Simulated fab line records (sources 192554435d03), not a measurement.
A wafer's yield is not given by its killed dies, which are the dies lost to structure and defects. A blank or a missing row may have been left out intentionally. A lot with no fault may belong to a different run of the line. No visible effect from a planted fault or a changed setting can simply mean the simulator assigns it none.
Which tool did it?    flow n5Finfet    11 lots, 33 wafers sampled, at 4 steps of a route of 1938

== WHAT EACH GAUGE READ, for each wafer ==
N5_BEOL_M12_OVL_MEAS_11. Usual: V11_OVL 2 nm, standard deviation 6.7.
lot   measured      on          V11_OVL (nm)  flag
L203  day 10 03:26  overlay-02  1 -6 3        
L204  day 10 15:26  overlay-02  1 1 1         
L205  day 11 00:50  overlay-02  -4 5 -7       
L206  day 11 03:00  overlay-01  10 16 9       
L207  day 11 07:59  overlay-01  -3 3 -1       
L208  day 11 10:03  overlay-02  -7 2 -8       
L210  day 12 07:57  overlay-02  9 11 6        
L212  day 13 05:00  overlay-02  3 -11 8       
L223  day 15 08:46  overlay-01  8 8 12        
L222  day 15 10:27  overlay-01  5 9 0         
L226  day 16 04:41  overlay-02  14 8 11       

== TOOL THAT RAN EACH LOT (tool first, then ch and the chambers of the sampled wafers, then the start) ==
lot   N5_BEOL_M11_ETCH_65                N5_BEOL_M11_DEGAS_44         N5_BEOL_M11_CVD_75
L203  rieDiel-04 ch 0,2, day 9 23:40     pvdSputter-03, day 10 01:08  cvdCo-02 ch 0,1,2, day 10 01:38
L204  rieDiel-01 ch 0,1,2, day 10 11:35  pvdSputter-01, day 10 12:43  cvdCo-01 ch 0,1,2, day 10 13:14
L205  rieDiel-04 ch 2,3, day 10 20:23    pvdSputter-01, day 10 21:24  cvdCo-02 ch 0,1, day 10 21:59
L206  rieDiel-04 ch 2,3, day 10 21:59    pvdSputter-02, day 10 23:05  cvdCo-02 ch 0,1, day 11 00:02
L207  rieDiel-05 ch 0,1, day 11 04:31    pvdSputter-03, day 11 05:42  cvdCo-01 ch 0,1,2, day 11 06:14
L208  rieDiel-01 ch 1,3, day 11 04:49    pvdSputter-03, day 11 06:26  cvdCo-02 ch 0,1,2, day 11 07:06
L210  rieDiel-01 ch 1,2,3, day 12 04:37  pvdSputter-03, day 12 05:47  cvdCo-02 ch 0,1,2, day 12 06:16
L212  rieDiel-05 ch 1,3, day 13 00:26    pvdSputter-01, day 13 02:11  cvdCo-01 ch 1,2, day 13 02:51
L223  rieDiel-01 ch 0,1, day 15 05:30    pvdSputter-03, day 15 06:40  cvdCo-01 ch 0,1,2, day 15 07:11
L222  rieDiel-05 ch 1,2, day 15 06:22    pvdSputter-03, day 15 07:25  cvdCo-01 ch 0,1, day 15 08:47
L226  rieDiel-05 ch 0,1,3, day 15 23:03  pvdSputter-02, day 16 02:22  cvdCo-01 ch 0,1, day 16 02:52
- N5_BEOL_M11_ETCH_65: etches SiARC in CF4, target depth 39 nm, time 65 s.
- N5_BEOL_M11_DEGAS_44: time 60 s.
- N5_BEOL_M11_CVD_75: deposits Co from CCTBA/H2, target thk 2 nm, time 138.9 s.

== WHAT THE TOOLS THEMSELVES READ (means of the sampled wafers that have a number; where no wafer has one, the mark that the record gives instead) ==
N5_BEOL_M11_ETCH_65. Usual: drypumpMotorCurrentA 5.7 A, standard deviation 0.35; etchRfOnTimeS 65.1 s, standard deviation 2.1; oesProductAu 0.70 a.u., standard deviation 0.063; rfVppV 184.3 V, standard deviation 1.1; showerheadPlenumPTorr 2.17 Torr, standard deviation 0.051; throttleValvePct 15.50 %, standard deviation 0.21.
lot   tool        drypumpMotorCurrentA (A)  etchRfOnTimeS (s)  oesProductAu (a.u.)  rfVppV (V)  showerheadPlenumPTorr (Torr)  throttleValvePct (%)  flag
L203  rieDiel-04  5.8                       63.6               0.75                 184.6       2.19                          15.59                 
L204  rieDiel-01  5.7                       65.4               0.68                 184.7       2.16                          15.75                 
L205  rieDiel-04  6.1                       62.8               0.72                 184.2       2.18                          15.42                 
L206  rieDiel-04  6.0                       62.9               0.76                 184.6       2.17                          15.48                 
L207  rieDiel-05  5.2                       64.7               0.63                 184.7       2.19                          15.56                 
L208  rieDiel-01  6.0                       64.9               0.75                 184.8       2.15                          15.33                 
L210  rieDiel-01  5.9                       65.1               0.73                 183.2       2.15                          15.54                 
L212  rieDiel-05  5.7                       67.2               0.71                 184.0       2.19                          15.41                 
L223  rieDiel-01  5.6                       66.7               0.71                 184.3       2.15                          15.52                 
L222  rieDiel-05  5.6                       66.6               0.69                 185.0       2.17                          15.50                 
L226  rieDiel-05  5.5                       66.0               0.73                 184.7       2.19                          15.32                 

N5_BEOL_M11_DEGAS_44. Usual: heaterPowerW at 333 W, with a standard deviation of 17.
lot   tool           heaterPowerW (W)  flag
L203  pvdSputter-03  340               
L204  pvdSputter-01  324               
L205  pvdSputter-01  330               
L206  pvdSputter-02  327               
L207  pvdSputter-03  352               
L208  pvdSputter-03  339               
L210  pvdSputter-03  326               
L212  pvdSputter-01  331               
L223  pvdSputter-03  327               
L222  pvdSputter-03  346               
L226  pvdSputter-02  325               

N5_BEOL_M11_CVD_75. Usual: runLengthS at 161.9 s, with a standard deviation of 0.53.
lot   tool      runLengthS (s)  flag
L203  cvdCo-02  161.8           
L204  cvdCo-01  161.8           
L205  cvdCo-02  161.4           
L206  cvdCo-02  161.4           
L207  cvdCo-01  162.5           
L208  cvdCo-02  161.5           
L210  cvdCo-02  151.8           OFF
L212  cvdCo-01  162.2           
L223  cvdCo-01  162.2           
L222  cvdCo-01  161.9           
L226  cvdCo-01  162.1           

== THE ANSWER, worked out from the rows above alone ==
Rule: lot off if the mean of its wafers having a number is beyond 3 standard deviations from the usual mean. Also off: a lot with no number at a reading for which 4 or more lots have one. All remaining lots with rows at the step are treated as sound. After the gauges, taken in route order, come the tools' own readings; for these a lot's mean is taken, as printed above. At the first step where some lot is off, the reading lying furthest off is the one used; lots without a number count as furthest.
Off: L210, at N5_BEOL_M11_CVD_75 (runLengthS).
If a tool, at that step or one of the process steps before it, ran each lot that is off and ran no sound lot following the first of them, it fits. One fits: N5_BEOL_M11_CVD_75 on cvdCo-02. Its last sound lot is L208 (day 11 07:06), its first lot that is off L210 (day 12 06:16): a fault that began between those two fits.
On the lots that are off, the tool's own readings at N5_BEOL_M11_CVD_75 differ by more than 5 times the standard deviation of the sound lots' means, which bears it out; runLengthS reads 151.8 s there versus 161.9 s on the sound lots.

== WHAT THE SIMULATOR PUT IN ==
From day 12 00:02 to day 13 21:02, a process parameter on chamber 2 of cvdCo-02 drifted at N5_BEOL_M11_CVD_75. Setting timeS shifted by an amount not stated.
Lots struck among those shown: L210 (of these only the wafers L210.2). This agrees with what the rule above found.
